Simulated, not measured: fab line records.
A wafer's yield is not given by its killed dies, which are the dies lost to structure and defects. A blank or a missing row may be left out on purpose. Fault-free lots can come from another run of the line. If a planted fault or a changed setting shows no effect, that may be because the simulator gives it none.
8D (eight disciplines) problem report, filled in by code :: flow n5 finfet :: the parts of the form that need people (team, actions taken, sign-off) are left out

1. WHAT IS WRONG
N5_BEOL_M12_ETCH_59, bias w: mean 158.2 W over 1 wafer from 1 lot; wafers with no fault: 150.0 W, standard deviation 0.43. Measured from the usual mean, that is +19 standard deviations.
The step: etches BARC in N2/H2, target depth 89 nm, overetch 26.7 nm, time 67.9 s.
First seen on wafer L393.6, day 15 20:42, on rie diel-06. Wafers with a number at this step in the record: 33, from 11 lots. Rule for "out" (also "out of limits"): further than 4 standard deviations from the usual mean. The rest of the wafers with a number are treated as sound.

2. WHAT IT IS, WHAT IT ISN'T
question: which readings at this step
is: bias w, rf vpp V
is not: drypump motor current A, oes product au, showerhead plenum p Torr, throttle valve pct

question: which lots
is: L393
is not: L380, L382, L383, L384, L385, L388, L398, L399, L400, L402

question: which wafers of those lots
is: L393.6
is not: L393.2, L393.5

question: read on which tools
is: rie diel-06
is not: rie diel-03, rie diel-05

question: when
is: from day 15 20:42
is not: up to then (20 sound wafers); but 12 sound wafers of L398, L399, L400, L402 came after

3. WHAT RULES OUT EACH SUSPECT
Counting: a tool at a process step up to the reading stays a suspect if it ran every lot that is out. Sound lots after the first of them don't rule it out here, since some wafers of a struck lot are sound.
- rie diel-04 at N5_BEOL_M11_ETCH_41 (etches SiCN in CH3F/O2, target depth 42.6 nm, time 86 s): kept. It processed L393, the lot that is out, at day 15 16:07, and its most recent sound lot before then was L384 at day 12 23:43. Because N5_BEOL_M11_ETCH_41 lacks a start for some lots, the hours and order of its lots are taken from N5_BEOL_M11_PRE_CLEAN_45.
- pvd sputter-03 at N5_BEOL_M11_PRE_CLEAN_45 (time 30 s): kept. It ran the lot that is out, L393 (day 15 16:07).
- rie diel-06 at N5_BEOL_M12_ETCH_59 (etches BARC in N2/H2, target depth 89 nm, overetch 26.7 nm, time 67.9 s): kept. It processed L393, the lot that is out, at day 15 20:42, and its most recent sound lot before then was L388 at day 13 11:14. Its own bias w, rf vpp V readings are out on those wafers.
- rie diel-04, N5_BEOL_M11_ETCH_41: wafers that are out in chamber 3, sound lot-mates in chambers 0, 1.
- Within rie diel-06 at N5_BEOL_M12_ETCH_59, the wafers that are out were processed in chamber 2 and their sound lot-mates in chamber 1.
Left after counting: rie diel-04 at N5_BEOL_M11_ETCH_41, pvd sputter-03 at N5_BEOL_M11_PRE_CLEAN_45, rie diel-06 at N5_BEOL_M12_ETCH_59.

4. THE CAUSE (what the simulator had put in)
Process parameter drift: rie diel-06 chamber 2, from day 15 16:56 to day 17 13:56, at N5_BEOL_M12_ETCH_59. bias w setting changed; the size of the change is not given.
3 suspects survive the count, and this tool is in that group.

5. SEQUENCE OF EFFECTS, ordered by route
Each row: a reading whose mean over the struck wafers that have a number lies more than 3 standard deviations from the usual. Scope: only readings with a usual standard deviation given in the record; hours: median across lots of the time from each lot's start at the first step in this table that gives one to its start at this step; sigmas: change in usual standard deviations.
hours: 0
step: N5_BEOL_M12_ETCH_59
reading: bias w
usual: 150.0 W
on struck wafers: 158.2
change: +8.2
sigmas: +19

hours: 0
step: N5_BEOL_M12_ETCH_59
reading: rf vpp V
usual: 523.4 V
on struck wafers: 540.1
change: +16.7
sigmas: +6.4
It contains these process steps:
- N5_BEOL_M12_ETCH_59: etches BARC in N2/H2, target depth 89 nm, overetch 26.7 nm, time 67.9 s.

6. WHAT WOULD HAVE CAUGHT IT SOONER
First out-of-limits reading in this record: day 15 20:42, which is 4 hours after fault onset at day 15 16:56.
